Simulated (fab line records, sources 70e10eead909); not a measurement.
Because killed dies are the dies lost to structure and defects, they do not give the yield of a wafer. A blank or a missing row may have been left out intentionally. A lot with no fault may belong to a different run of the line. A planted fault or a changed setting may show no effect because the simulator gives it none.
Chamber matching :: flow nandHarc :: pecvd-01 running NHARC_A_STAIRCASE_DEP_417: 3 sister chambers
The step deposits Si3N4, target thk 60 nm. 3 wafers are shown with their chamber, then 7 later ones without.

WAFERS, EACH WITH ITS CHAMBER
wafer: L081.2
chamber: 0
heaterPowerW (W): 615

wafer: L085.2
chamber: 1
heaterPowerW (W): 854

wafer: L087.5
chamber: 2
heaterPowerW (W): 788

WAFERS WITH NO CHAMBER GIVEN
wafer: L087.6
heaterPowerW (W): 695

wafer: L092.4
heaterPowerW (W): 684

wafer: L092.5
heaterPowerW (W): 704

wafer: L092.6
heaterPowerW (W): 758

wafer: L097.1
heaterPowerW (W): 706

wafer: L097.4
heaterPowerW (W): 715

wafer: L097.5
heaterPowerW (W): 849

EACH ONE'S CHAMBER
wafer: L087.6
from the rows above: can't be placed: 0 or 2 or 1
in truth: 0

wafer: L092.4
from the rows above: can't be placed: 0 or 2 or 1
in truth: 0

wafer: L092.5
from the rows above: can't be placed: 2 or 0 or 1
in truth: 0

wafer: L092.6
from the rows above: can't be placed: 2 or 1 or 0
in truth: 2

wafer: L097.1
from the rows above: can't be placed: 2 or 0 or 1
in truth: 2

wafer: L097.4
from the rows above: can't be placed: 2 or 0 or 1
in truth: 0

wafer: L097.5
from the rows above: can't be placed: 1 or 2
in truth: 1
Correctly placed: 0 of 7. These rows do not allow placing 7 (true chamber among the candidates in 7). 0 placed wrongly.
How it was worked out, from the rows above alone: a wafer's distance from a chamber is the root of the sum, over the readings, of the square of ((its reading less the chamber's mean) divided by the reading's scatter). If the next closest chamber is less than 2 further off than the closest, the wafer can't be placed; otherwise it belongs to the closest. The mean given for a chamber averages the wafers shown for that chamber. The scatter: with one shown wafer a chamber, the root of the mean of the squares of how far each hidden wafer lies from its nearest shown one.
